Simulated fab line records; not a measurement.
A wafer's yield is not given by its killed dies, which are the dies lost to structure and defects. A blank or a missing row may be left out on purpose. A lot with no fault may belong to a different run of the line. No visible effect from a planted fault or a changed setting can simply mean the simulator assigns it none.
Which tool is to blame?    flow n5Finfet    12 lots with 36 wafers sampled at 5 steps, on a route of 1938 steps

WHAT EACH GAUGE READ, for each wafer
N5_BEOL_M9_CD_MEAS_35: target cd 70 nm, target cd y 40 nm. Usual: 70.0 nm for cdNm, sd 0.56.
lot   measured      on        cdNm (nm)       flag
L348  day 10 03:07  cdSem-02  68.6 69.0 69.0  
L351  day 10 11:30  cdSem-03  70.6 70.9 69.8  
L355  day 11 14:07  cdSem-01  69.5 69.7 70.2  
L354  day 11 18:28  cdSem-01  70.4 69.2 69.5  
L356  day 11 18:38  cdSem-02  70.3 69.1 69.5  
L361  day 12 20:08  cdSem-01  71.3 71.3 70.0  
L360  day 12 20:17  cdSem-03  69.7 70.0 69.5  
L362  day 13 17:01  cdSem-02  69.3 69.5 69.4  
L363  day 13 20:33  cdSem-03  70.9 70.7 70.6  
L366  day 14 04:26  cdSem-02  70.5 70.6 70.4  
L368  day 14 20:52  cdSem-02  70.6 70.6 70.0  
L370  day 15 06:06  cdSem-03  70.7 70.4 70.3  

N5_BEOL_M10_THK_MEAS_01. Usual: M10_ILD_THK gives 268 nm (standard deviation 3.1).
lot   measured      on            M10_ILD_THK (nm)  flag
L348  day 10 06:01  filmMetro-01  267 263 268       
L351  day 10 15:32  filmMetro-01  261 265 268       
L355  day 11 17:55  filmMetro-02  265 265 271       
L354  day 11 21:41  filmMetro-01  267 268 269       
L356  day 11 21:59  filmMetro-02  265 267 269       
L361  day 13 00:56  filmMetro-01  266 265 267       
L360  day 13 01:25  filmMetro-01  265 270 269       
L362  day 13 19:56  filmMetro-02  266 270 272       
L363  day 13 23:28  filmMetro-01  266 267 266       
L366  day 14 09:26  filmMetro-02  269 270 270       
L368  day 15 02:03  filmMetro-02  266 269 267       
L370  day 15 09:13  filmMetro-02  270 272 270       

WHICH TOOL RAN EACH LOT (tool, then ch and the chambers of the sampled wafers, then the start)
lot   N5_BEOL_M9_ALD_74                   N5_BEOL_M9_ECD_50              N5_BEOL_M9_CMP_52
L348  aldMetal-01 ch 0,1,2, day 10 03:55  ecdCu-01 ch 0,1, day 10 04:32  cmp-02 ch 0,1,3, day 10 04:56
L351  aldMetal-03 ch 0,2, day 10 12:17    ecdCu-02 ch 0,1, day 10 13:08  cmp-03 ch 0,2,3, day 10 14:01
L355  aldMetal-01 ch 1,2,3, day 11 15:03  ecdCu-01 ch 0,1, day 11 15:44  cmp-03 ch 2,3, day 11 16:49
L354  aldMetal-01 ch 2,3, day 11 19:05    ecdCu-01 ch 0,1, day 11 19:42  cmp-02 ch 1,2,3, day 11 20:09
L356  aldMetal-01 ch 2,3, day 11 19:21    ecdCu-01 ch 0,1, day 11 20:13  cmp-02 ch 0,2,3, day 11 20:43
L361  aldMetal-04 ch 0,2,3, day 12 20:42  ecdCu-01 ch 0,1, day 12 23:16  cmp-04 ch 0,1,3, day 12 23:53
L360  aldMetal-03 ch 0,2,3, day 12 21:10  ecdCu-01 ch 0,1, day 12 23:33  cmp-04 ch 0,1, day 13 00:19
L362  aldMetal-04 ch 0,2, day 13 17:41    ecdCu-01 ch 0,1, day 13 18:22  cmp-04 ch 1,2, day 13 18:51
L363  aldMetal-03 ch 0,3, day 13 21:02    ecdCu-02 ch 0,1, day 13 21:58  cmp-04 ch 0,2, day 13 22:23
L366  aldMetal-03 ch 1,2,3, day 14 05:29  ecdCu-02 ch 0,1, day 14 07:51  cmp-02 ch 0,2, day 14 08:22
L368  aldMetal-01 ch 1,2, day 14 23:27    ecdCu-02 ch 0,1, day 15 00:03  cmp-02 ch 1,2,3, day 15 00:32
L370  aldMetal-01 ch 0,2, day 15 07:01    ecdCu-02 ch 0,1, day 15 07:42  cmp-02 ch 1,3, day 15 08:05
- N5_BEOL_M9_ALD_74: deposits TaN, target thk 2 nm, pulse time 2 s, purge time 3 s.
- N5_BEOL_M9_ECD_50: material Cu, target thk 318 nm.
- N5_BEOL_M9_CMP_52: polishes, stops on SiCOH lowk, t overpolish 7 s, target thk 140 nm.

WHAT THE TOOLS THEMSELVES READ (means of the sampled wafers that have a number; where no wafer has one, the mark that the record gives instead)
N5_BEOL_M9_ALD_74. Usual: 392 W for heaterPowerW, sd 43.
lot   tool         heaterPowerW (W)  flag
L348  aldMetal-01  397               
L351  aldMetal-03  420               
L355  aldMetal-01  373               
L354  aldMetal-01  361               
L356  aldMetal-01  367               
L361  aldMetal-04  427               
L360  aldMetal-03  403               
L362  aldMetal-04  400               
L363  aldMetal-03  395               
L366  aldMetal-03  391               
L368  aldMetal-01  402               
L370  aldMetal-01  420               

N5_BEOL_M9_CMP_52. Usual: motorCurrentA 6.2 A, standard deviation 0.62; timeToEndpointS 65.4 s, standard deviation 2.5.
lot   tool    motorCurrentA (A)  timeToEndpointS (s)  flag
L348  cmp-02  6.2                68.6                 
L351  cmp-03  6.2                63.0                 
L355  cmp-03  5.8                64.7                 
L354  cmp-02  6.5                68.0                 
L356  cmp-02  5.8                67.7                 
L361  cmp-04  6.2                82.9                 OFF
L360  cmp-04  6.1                86.2                 OFF
L362  cmp-04  6.7                83.2                 OFF
L363  cmp-04  6.4                63.0                 
L366  cmp-02  5.3                64.1                 
L368  cmp-02  6.3                62.9                 
L370  cmp-02  6.9                65.0                 

THE ANSWER, worked out from the rows above alone
Rule: lot off if the mean of its wafers having a number is beyond 3 standard deviations from the usual mean. Also off: a lot with no number at a reading for which 4 or more lots have one. The other lots that the step has rows for count as sound. First the gauges in route order, then the tools' own readings, where a lot's mean is used as printed above. The first step at which some lot is off is used, and at that step the reading that is off furthest; a lot without a number counts as furthest.
Off at N5_BEOL_M9_CMP_52 (timeToEndpointS): L361, L360, L362.
A tool fits if, at that step or a process step before it, it ran every lot that is off, and no sound lot after the first of them. One candidate fits, namely ecdCu-01 at N5_BEOL_M9_ECD_50. Its last sound lot is L356 (day 11 20:13), its first lot that is off L361 (day 12 23:16): a fault that began between those two fits.

WHAT WAS PUT IN BY THE SIMULATOR
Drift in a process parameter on ecdCu-01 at N5_BEOL_M9_ECD_50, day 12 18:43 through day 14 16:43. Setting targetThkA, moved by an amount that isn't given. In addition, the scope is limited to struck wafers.
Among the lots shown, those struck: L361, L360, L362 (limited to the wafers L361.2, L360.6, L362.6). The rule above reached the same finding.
